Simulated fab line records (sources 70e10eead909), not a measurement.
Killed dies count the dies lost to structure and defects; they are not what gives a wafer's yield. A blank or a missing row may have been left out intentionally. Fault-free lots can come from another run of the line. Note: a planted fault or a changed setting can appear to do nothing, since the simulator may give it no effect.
fab line records || flow nand-harc
record {"lots": 7, "wafers": 21, "last-day": 24}
route steps=1159 shown A_STAIRCASE@532
lots that met no fault: from a run of the same line without faults
start-h: hours from the record's opening day to when the first of the lot's shown wafers began || wait-h: hours since the lot's step before || " identical to the entry in the row above || L1.1+2: a row that stands for several wafers || - no value, or no start was given || * or withheld: withheld || < > ~ a bound
route shown NAME@n: NAME is a module with steps in the file, n the number in the route of the first one || usual: mean/standard deviation taken from wafers without a fault || same: alike in all rows || chamber/n: place in a boat || sites: per-site readings || _std_site: how widely they spread, as a standard deviation || _edge_site: the outer-site mean with the inner-site mean subtracted || radius-mm: how far each site lies from the wafer's centre || mask NAME#n: copy n || behind: tool/chamber where the wafer was last shaped || hold: what put the lot on hold/how long, in hours/how the hold closed || device: the n, p or np transistor that did not switch || end of line: the tests these same wafers got at the end of their route || step lacking rows: just its recipe || killed: not the wafer's yield, but the dies lost to structure and defects at the first sort || map: a wafer's dies, x killed, . not, _ none there
set.NAME: the setting as run; set.NAME@STEP: as run at that earlier step || model.NAME: the simulator's own value behind a step, which no gauge read
certain route steps with their lots: each step a table, each wafer a row
services: the hour from which a tool's chamber was out of use, counted from the record's first day as start-h (under 0 if before that day), plus the number of hours and why
## steps
# step NHARC_A_STAIRCASE_ETCH_170
# recipe {"target-depth-a": 2000, "time-s": 66.667, "ion-energy-ev": 250, "c4f6-flow-sccm": 25, "o2-flow-sccm": 20, "ar-flow-sccm": 500, "rf-w": 600, "bias-w": 500, "chemistry": "C4F6/O2"}
# usual {"chamber-pressure-mTorr": "30.00/0.03", "drypump-motor-current-A": "5.8/0.52", "oes-product-au": "0.969/0.013", "rf-vpp-V": "548/3.7", "showerhead-plenum-p-Torr": "3.97/0.18", "throttle-valve-pct": "26.904/0.0084"}
{"lot.wafer": "L116.3", "tool": "rie-diel-08", "chamber": 1, "start-h": "-", "wait-h": "-", "chamber-pressure-mTorr": 29.98, "drypump-motor-current-A": 6.5, "oes-product-au": 0.970, "rf-hours-counter-h": 25, "rf-vpp-V": 548, "showerhead-plenum-p-Torr": 4.03, "throttle-valve-pct": 26.907}
{"lot.wafer": "L116.2", "tool": "rie-diel-08", "chamber": 3, "start-h": "-", "wait-h": "-", "chamber-pressure-mTorr": 30.03, "drypump-motor-current-A": 6.4, "oes-product-au": 0.960, "rf-hours-counter-h": 32, "rf-vpp-V": 548, "showerhead-plenum-p-Torr": 4.04, "throttle-valve-pct": 26.916}
{"lot.wafer": "L116.5", "tool": "rie-diel-08", "chamber": 1, "start-h": "-", "wait-h": "-", "chamber-pressure-mTorr": 29.99, "drypump-motor-current-A": 6.5, "oes-product-au": 0.977, "rf-hours-counter-h": "-", "rf-vpp-V": 549, "showerhead-plenum-p-Torr": 4.03, "throttle-valve-pct": 26.904}
{"lot.wafer": "L120.3", "tool": "rie-diel-08", "chamber": 3, "start-h": "-", "wait-h": "-", "chamber-pressure-mTorr": 29.96, "drypump-motor-current-A": 6.3, "oes-product-au": 0.979, "rf-hours-counter-h": 47, "rf-vpp-V": 550, "showerhead-plenum-p-Torr": 4.03, "throttle-valve-pct": 26.914}
{"lot.wafer": "L120.1", "tool": "rie-diel-08", "chamber": 1, "start-h": "-", "wait-h": "-", "chamber-pressure-mTorr": 30.04, "drypump-motor-current-A": 6.5, "oes-product-au": 0.978, "rf-hours-counter-h": 37, "rf-vpp-V": 548, "showerhead-plenum-p-Torr": 4.02, "throttle-valve-pct": 26.901}
{"lot.wafer": "L120.5", "tool": "rie-diel-08", "chamber": 3, "start-h": "-", "wait-h": "-", "chamber-pressure-mTorr": 30.07, "drypump-motor-current-A": 6.4, "oes-product-au": 0.997, "rf-hours-counter-h": "-", "rf-vpp-V": 549, "showerhead-plenum-p-Torr": 4.03, "throttle-valve-pct": 26.911}
{"lot.wafer": "L123.3", "tool": "rie-diel-02", "chamber": 3, "start-h": "-", "wait-h": "-", "chamber-pressure-mTorr": 29.99, "drypump-motor-current-A": 5.4, "oes-product-au": 0.967, "rf-hours-counter-h": 42, "rf-vpp-V": 541, "showerhead-plenum-p-Torr": 3.66, "throttle-valve-pct": 26.912}
{"lot.wafer": "L123.2", "tool": "rie-diel-02", "chamber": 0, "start-h": "-", "wait-h": "-", "chamber-pressure-mTorr": 29.95, "drypump-motor-current-A": 5.7, "oes-product-au": 0.962, "rf-hours-counter-h": 41, "rf-vpp-V": 552, "showerhead-plenum-p-Torr": 4.20, "throttle-valve-pct": 26.888}
{"lot.wafer": "L123.5", "tool": "rie-diel-02", "chamber": 3, "start-h": "-", "wait-h": "-", "chamber-pressure-mTorr": 30.01, "drypump-motor-current-A": 5.4, "oes-product-au": 0.958, "rf-hours-counter-h": "-", "rf-vpp-V": 540, "showerhead-plenum-p-Torr": 3.66, "throttle-valve-pct": 26.901}
{"lot.wafer": "L125.2", "tool": "rie-diel-07", "chamber": 1, "start-h": "-", "wait-h": "-", "chamber-pressure-mTorr": 30.00, "drypump-motor-current-A": 4.8, "oes-product-au": 0.980, "rf-hours-counter-h": 16, "rf-vpp-V": 547, "showerhead-plenum-p-Torr": 3.98, "throttle-valve-pct": 26.905}
{"lot.wafer": "L125.1", "tool": "rie-diel-07", "chamber": 0, "start-h": "-", "wait-h": "-", "chamber-pressure-mTorr": 30.03, "drypump-motor-current-A": 4.7, "oes-product-au": 0.979, "rf-hours-counter-h": 16, "rf-vpp-V": 552, "showerhead-plenum-p-Torr": 4.22, "throttle-valve-pct": 26.901}
{"lot.wafer": "L125.6", "tool": "rie-diel-07", "chamber": 2, "start-h": "-", "wait-h": "-", "chamber-pressure-mTorr": 29.99, "drypump-motor-current-A": 5.1, "oes-product-au": 0.966, "rf-hours-counter-h": "-", "rf-vpp-V": 546, "showerhead-plenum-p-Torr": 3.95, "throttle-valve-pct": 26.910}
{"lot.wafer": "L134.3", "tool": "rie-diel-08", "chamber": 3, "start-h": "-", "wait-h": "-", "chamber-pressure-mTorr": 30.00, "drypump-motor-current-A": 6.3, "oes-product-au": 0.975, "rf-hours-counter-h": 11, "rf-vpp-V": 548, "showerhead-plenum-p-Torr": 4.02, "throttle-valve-pct": 26.904}
{"lot.wafer": "L134.2", "tool": "rie-diel-08", "chamber": 1, "start-h": "-", "wait-h": "-", "chamber-pressure-mTorr": 29.96, "drypump-motor-current-A": 6.4, "oes-product-au": 0.981, "rf-hours-counter-h": 11, "rf-vpp-V": 548, "showerhead-plenum-p-Torr": 4.01, "throttle-valve-pct": 26.906}
{"lot.wafer": "L134.5", "tool": "rie-diel-08", "chamber": 3, "start-h": "-", "wait-h": "-", "chamber-pressure-mTorr": 30.04, "drypump-motor-current-A": 6.3, "oes-product-au": 0.976, "rf-hours-counter-h": "-", "rf-vpp-V": 549, "showerhead-plenum-p-Torr": 4.02, "throttle-valve-pct": 26.899}
{"lot.wafer": "L133.4", "tool": "rie-diel-08", "chamber": 3, "start-h": "-", "wait-h": "-", "chamber-pressure-mTorr": 29.99, "drypump-motor-current-A": 6.4, "oes-product-au": 0.988, "rf-hours-counter-h": 11, "rf-vpp-V": 549, "showerhead-plenum-p-Torr": 4.02, "throttle-valve-pct": 26.910}
{"lot.wafer": "L133.2", "tool": "rie-diel-08", "chamber": 0, "start-h": "-", "wait-h": "-", "chamber-pressure-mTorr": 29.96, "drypump-motor-current-A": 6.0, "oes-product-au": 0.980, "rf-hours-counter-h": 9, "rf-vpp-V": 550, "showerhead-plenum-p-Torr": 4.05, "throttle-valve-pct": 26.897}
{"lot.wafer": "L133.5", "tool": "rie-diel-08", "chamber": 1, "start-h": "-", "wait-h": "-", "chamber-pressure-mTorr": 29.99, "drypump-motor-current-A": 6.4, "oes-product-au": 0.964, "rf-hours-counter-h": "-", "rf-vpp-V": 548, "showerhead-plenum-p-Torr": 4.01, "throttle-valve-pct": 26.895}
{"lot.wafer": "L138.3", "tool": "rie-diel-07", "chamber": 0, "start-h": "-", "wait-h": "-", "chamber-pressure-mTorr": 29.97, "drypump-motor-current-A": 4.7, "oes-product-au": 0.973, "rf-hours-counter-h": 45, "rf-vpp-V": 552, "showerhead-plenum-p-Torr": 4.20, "throttle-valve-pct": 26.898}
{"lot.wafer": "L138.5", "tool": "rie-diel-07", "chamber": 1, "start-h": "-", "wait-h": "-", "chamber-pressure-mTorr": 30.02, "drypump-motor-current-A": 4.8, "oes-product-au": 0.971, "rf-hours-counter-h": "-", "rf-vpp-V": 549, "showerhead-plenum-p-Torr": 3.96, "throttle-valve-pct": 26.892}
{"lot.wafer": "L138.6", "tool": "rie-diel-07", "chamber": 2, "start-h": "-", "wait-h": "-", "chamber-pressure-mTorr": 30.01, "drypump-motor-current-A": 5.1, "oes-product-au": 0.972, "rf-hours-counter-h": "-", "rf-vpp-V": 547, "showerhead-plenum-p-Torr": 3.93, "throttle-valve-pct": 26.910}
# step NHARC_A_STAIRCASE_STRIP_171
# recipe {"power-w": 1500, "temp-c": 250, "chemistry": "O2"}
# usual {"drypump-motor-current-A": "5.3/0.35", "heater-power-w": "371/27"}
{"lot.wafer": "L116.2", "tool": "plasma-asher-01", "chamber": 0, "start-h": 232.95, "wait-h": "-", "drypump-motor-current-A": 5.1, "heater-power-w": 364, "rf-hours-counter-h": 44}
{"lot.wafer": "L116.3", "tool": "plasma-asher-01", "chamber": 0, "start-h": 232.95, "wait-h": "-", "drypump-motor-current-A": 5.1, "heater-power-w": 376, "rf-hours-counter-h": "-"}
{"lot.wafer": "L116.5", "tool": "plasma-asher-01", "chamber": 0, "start-h": 232.95, "wait-h": "-", "drypump-motor-current-A": 5.1, "heater-power-w": 373, "rf-hours-counter-h": "-"}
{"lot.wafer": "L120.1", "tool": "plasma-asher-02", "chamber": 1, "start-h": 266.52, "wait-h": "-", "drypump-motor-current-A": 5.0, "heater-power-w": 406, "rf-hours-counter-h": 24}
{"lot.wafer": "L120.3", "tool": "plasma-asher-02", "chamber": 0, "start-h": 266.52, "wait-h": "-", "drypump-motor-current-A": 5.3, "heater-power-w": 362, "rf-hours-counter-h": "-"}
{"lot.wafer": "L120.5", "tool": "plasma-asher-02", "chamber": 0, "start-h": 266.52, "wait-h": "-", "drypump-motor-current-A": 5.3, "heater-power-w": 370, "rf-hours-counter-h": "-"}
{"lot.wafer": "L123.2", "tool": "plasma-asher-01", "chamber": 0, "start-h": 270.71, "wait-h": "-", "drypump-motor-current-A": 5.1, "heater-power-w": 375, "rf-hours-counter-h": 58}
{"lot.wafer": "L123.3", "tool": "plasma-asher-01", "chamber": 0, "start-h": 270.71, "wait-h": "-", "drypump-motor-current-A": 5.1, "heater-power-w": 373, "rf-hours-counter-h": "-"}
{"lot.wafer": "L123.5", "tool": "plasma-asher-01", "chamber": 0, "start-h": 270.71, "wait-h": "-", "drypump-motor-current-A": 5.1, "heater-power-w": 377, "rf-hours-counter-h": "-"}
{"lot.wafer": "L125.1", "tool": "plasma-asher-02", "chamber": 0, "start-h": 280.84, "wait-h": "-", "drypump-motor-current-A": 5.3, "heater-power-w": 363, "rf-hours-counter-h": 31}
{"lot.wafer": "L125.2", "tool": "plasma-asher-02", "chamber": 1, "start-h": 280.84, "wait-h": "-", "drypump-motor-current-A": 5.0, "heater-power-w": 405, "rf-hours-counter-h": 31}
{"lot.wafer": "L125.6", "tool": "plasma-asher-02", "chamber": 1, "start-h": 280.84, "wait-h": "-", "drypump-motor-current-A": 5.0, "heater-power-w": 413, "rf-hours-counter-h": "-"}
{"lot.wafer": "L134.2", "tool": "plasma-asher-01", "chamber": 0, "start-h": 334.57, "wait-h": "-", "drypump-motor-current-A": 5.1, "heater-power-w": 355, "rf-hours-counter-h": 15}
{"lot.wafer": "L134.3", "tool": "plasma-asher-01", "chamber": 0, "start-h": 334.57, "wait-h": "-", "drypump-motor-current-A": 5.1, "heater-power-w": 358, "rf-hours-counter-h": "-"}
{"lot.wafer": "L134.5", "tool": "plasma-asher-01", "chamber": 1, "start-h": 334.57, "wait-h": "-", "drypump-motor-current-A": 6.0, "heater-power-w": 341, "rf-hours-counter-h": "-"}
{"lot.wafer": "L133.2", "tool": "plasma-asher-02", "chamber": 1, "start-h": 334.70, "wait-h": "-", "drypump-motor-current-A": 5.0, "heater-power-w": 422, "rf-hours-counter-h": 50}
{"lot.wafer": "L133.4", "tool": "plasma-asher-02", "chamber": 1, "start-h": 334.70, "wait-h": "-", "drypump-motor-current-A": 5.0, "heater-power-w": 413, "rf-hours-counter-h": "-"}
{"lot.wafer": "L133.5", "tool": "plasma-asher-02", "chamber": 1, "start-h": 334.70, "wait-h": "-", "drypump-motor-current-A": 5.0, "heater-power-w": 409, "rf-hours-counter-h": "-"}
{"lot.wafer": "L138.3", "tool": "plasma-asher-01", "chamber": 0, "start-h": 364.13, "wait-h": "-", "drypump-motor-current-A": 5.1, "heater-power-w": 367, "rf-hours-counter-h": "-"}
{"lot.wafer": "L138.5", "tool": "plasma-asher-01", "chamber": 1, "start-h": 364.13, "wait-h": "-", "drypump-motor-current-A": 5.9, "heater-power-w": 347, "rf-hours-counter-h": "-"}
{"lot.wafer": "L138.6", "tool": "plasma-asher-01", "chamber": 0, "start-h": 364.13, "wait-h": "-", "drypump-motor-current-A": 5.1, "heater-power-w": 365, "rf-hours-counter-h": "-"}
# step NHARC_A_STAIRCASE_STRIP_172
# recipe {"time-s": 900, "temp-c": 130, "chemistry": "SPM"}
# step NHARC_A_STAIRCASE_PRECLEAN_173
# recipe {"time-s": "*", "temp-c": 50, "bath-age-min": 0, "chemistry": "SC1"}
# step NHARC_A_STAIRCASE_SRD_174
# step NHARC_A_STAIRCASE_DEHYDRATE_01
# recipe {"temp-c": 150, "time-s": 120}
# step NHARC_A_STAIRCASE_HMDS_02
# recipe {"time-s": 30}
# step NHARC_A_STAIRCASE_COAT_03
# recipe {"spin-rpm": 1200}
# step NHARC_A_STAIRCASE_SOFTBAKE_04
# recipe {"temp-c": 135, "time-s": 170}
# step NHARC_A_STAIRCASE_EBR_05
# step NHARC_A_STAIRCASE_EXPOSE_06
# recipe {"na": 0.5, "dose-mj": 25.43, "mask-id": "STAIR"}
# step NHARC_A_STAIRCASE_PEB_07
# recipe {"peb-temp-c": 115, "peb-time-s": 130}
# step NHARC_A_STAIRCASE_DEVELOP_08
# recipe {"time-s": 140}
# usual {"chill-plate-temp-C": "23.00/0.097", "exhaust-pa": "45.0/0.81"}
{"lot.wafer": "L116.2", "tool": "litho-track-07", "chamber": 0, "start-h": 233, "wait-h": "-", "chill-plate-temp-C": 22.97, "exhaust-pa": 45.8}
{"lot.wafer": "L116.3", "tool": "litho-track-07", "chamber": 0, "start-h": 233, "wait-h": "-", "chill-plate-temp-C": 23.15, "exhaust-pa": 44.6}
{"lot.wafer": "L116.5", "tool": "litho-track-07", "chamber": 0, "start-h": 233, "wait-h": "-", "chill-plate-temp-C": 23.11, "exhaust-pa": 45.9}
{"lot.wafer": "L120.1", "tool": "litho-track-05", "chamber": "-", "start-h": 267, "wait-h": "-", "chill-plate-temp-C": "-", "exhaust-pa": "-"}
{"lot.wafer": "L120.3", "tool": "litho-track-05", "chamber": "-", "start-h": 267, "wait-h": "-", "chill-plate-temp-C": "-", "exhaust-pa": "-"}
{"lot.wafer": "L120.5", "tool": "litho-track-05", "chamber": "-", "start-h": 267, "wait-h": "-", "chill-plate-temp-C": "-", "exhaust-pa": "-"}
{"lot.wafer": "L123.2", "tool": "litho-track-02", "chamber": "-", "start-h": 271, "wait-h": "-", "chill-plate-temp-C": "-", "exhaust-pa": "-"}
{"lot.wafer": "L123.3", "tool": "litho-track-02", "chamber": "-", "start-h": 271, "wait-h": "-", "chill-plate-temp-C": "-", "exhaust-pa": "-"}
{"lot.wafer": "L123.5", "tool": "litho-track-02", "chamber": "-", "start-h": 271, "wait-h": "-", "chill-plate-temp-C": "-", "exhaust-pa": "-"}
{"lot.wafer": "L125.1", "tool": "litho-track-02", "chamber": "-", "start-h": 282, "wait-h": "-", "chill-plate-temp-C": "-", "exhaust-pa": "-"}
{"lot.wafer": "L125.2", "tool": "litho-track-02", "chamber": "-", "start-h": 282, "wait-h": "-", "chill-plate-temp-C": "-", "exhaust-pa": "-"}
{"lot.wafer": "L125.6", "tool": "litho-track-02", "chamber": "-", "start-h": 282, "wait-h": "-", "chill-plate-temp-C": "-", "exhaust-pa": "-"}
{"lot.wafer": "L134.2", "tool": "litho-track-07", "chamber": 0, "start-h": 335, "wait-h": "-", "chill-plate-temp-C": 23.03, "exhaust-pa": 44.2}
{"lot.wafer": "L134.3", "tool": "litho-track-07", "chamber": 0, "start-h": 335, "wait-h": "-", "chill-plate-temp-C": 23.05, "exhaust-pa": 44.3}
{"lot.wafer": "L134.5", "tool": "litho-track-07", "chamber": 0, "start-h": 335, "wait-h": "-", "chill-plate-temp-C": 22.90, "exhaust-pa": 44.2}
{"lot.wafer": "L133.2", "tool": "litho-track-05", "chamber": 0, "start-h": 335, "wait-h": "-", "chill-plate-temp-C": 22.85, "exhaust-pa": 46.1}
{"lot.wafer": "L133.4", "tool": "litho-track-05", "chamber": 0, "start-h": 335, "wait-h": "-", "chill-plate-temp-C": 23.10, "exhaust-pa": 45.6}
{"lot.wafer": "L133.5", "tool": "litho-track-05", "chamber": 0, "start-h": 335, "wait-h": "-", "chill-plate-temp-C": 22.92, "exhaust-pa": 44.6}
{"lot.wafer": "L138.3", "tool": "litho-track-05", "chamber": 0, "start-h": 365, "wait-h": "-", "chill-plate-temp-C": 22.93, "exhaust-pa": 45.5}
{"lot.wafer": "L138.5", "tool": "litho-track-05", "chamber": 0, "start-h": 365, "wait-h": "-", "chill-plate-temp-C": 22.95, "exhaust-pa": 46.2}
{"lot.wafer": "L138.6", "tool": "litho-track-05", "chamber": 0, "start-h": 365, "wait-h": "-", "chill-plate-temp-C": 23.07, "exhaust-pa": 46.0}
## services
{"tool": "plasma-asher-01", "chamber": "-", "start-h": 218.73, "hours": 0.5, "kind": "repair"}
{"tool": "rie-diel-07", "chamber": "-", "start-h": 228.33, "hours": 9.0, "kind": "pm"}
{"tool": "rie-diel-08", "chamber": 0, "start-h": 232.51, "hours": "-", "kind": "clean"}
{"tool": "rie-diel-08", "chamber": 1, "start-h": 232.51, "hours": "-", "kind": "clean"}
{"tool": "rie-diel-08", "chamber": 2, "start-h": 232.51, "hours": "-", "kind": "clean"}
{"tool": "rie-diel-08", "chamber": 3, "start-h": 232.51, "hours": "-", "kind": "clean"}
{"tool": "litho-track-05", "chamber": "-", "start-h": 237.01, "hours": 7.0, "kind": "pm"}
{"tool": "rie-diel-02", "chamber": 2, "start-h": 253.28, "hours": 25.0, "kind": "repair"}
{"tool": "rie-diel-08", "chamber": 0, "start-h": 257.16, "hours": "-", "kind": "clean"}
{"tool": "rie-diel-08", "chamber": 1, "start-h": 257.16, "hours": "-", "kind": "clean"}
{"tool": "rie-diel-08", "chamber": 2, "start-h": 257.16, "hours": "-", "kind": "clean"}
{"tool": "rie-diel-08", "chamber": 3, "start-h": 257.16, "hours": "-", "kind": "clean"}
{"tool": "plasma-asher-01", "chamber": "-", "start-h": 276.00, "hours": 9.0, "kind": "pm"}
{"tool": "plasma-asher-01", "chamber": 0, "start-h": 276.00, "hours": 9.0, "kind": "vent-cycle"}
{"tool": "plasma-asher-01", "chamber": 1, "start-h": 276.00, "hours": 9.0, "kind": "vent-cycle"}
{"tool": "rie-diel-08", "chamber": 0, "start-h": 281.71, "hours": "-", "kind": "clean"}
{"tool": "rie-diel-08", "chamber": 1, "start-h": 281.71, "hours": "-", "kind": "clean"}
{"tool": "plasma-asher-01", "chamber": "-", "start-h": 285.55, "hours": 1.6, "kind": "repair"}
{"tool": "rie-diel-08", "chamber": "-", "start-h": 301.80, "hours": 9.0, "kind": "pm"}
{"tool": "rie-diel-02", "chamber": "-", "start-h": 327.77, "hours": 9.0, "kind": "pm"}
{"tool": "rie-diel-02", "chamber": 3, "start-h": 338.36, "hours": 6.1, "kind": "repair"}
{"tool": "litho-track-02", "chamber": "-", "start-h": 340.00, "hours": 7.0, "kind": "pm"}
{"tool": "plasma-asher-02", "chamber": "-", "start-h": 360.25, "hours": 9.0, "kind": "pm"}
{"tool": "litho-track-07", "chamber": "-", "start-h": 364.00, "hours": 7.0, "kind": "pm"}
## key
first-sign {"step": "NHARC_A_STAIRCASE_DEVELOP_08", "reading": "tool-record", "direction": "missing"}
effect none on later readings
met-at NHARC_A_STAIRCASE_DEVELOP_08
struck-wafers L120.1,L120.3,L120.5,L123.2,L123.3,L123.5,L125.1,L125.2,L125.6
later-rows-left-out L120.1,L120.3,L120.5,L123.2,L123.3,L123.5,L125.1,L125.2,L125.6
sort-left-out L120.1,L120.3,L120.5,L123.2,L123.3,L123.5,L125.1,L125.2,L125.6
tester-left-out L120,L123,L125
fault {"kind": "skipped-step-whole", "tool": "litho-track-02,litho-track-05", "chamber": "-", "onset-h": 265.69, "steps": "NHARC_A_STAIRCASE_DEVELOP_08", "scope": "struck-lots-only"}
# tester-left-out: of these lots the tester's yield and bins aren't shown, on N5 and GAA mostly nor the transistor test; their killed dies are dies lost to structure and defects alone, not to doping, threshold or leakage, so they don't give the yield
# sort-left-out: the simulated sort isn't trusted on such a fault, so these wafers' sort isn't shown, and their yield isn't known
# later-rows-left-out: the simulator's readings of these wafers behind a module that went badly wrong aren't trusted and aren't shown, but for the sort
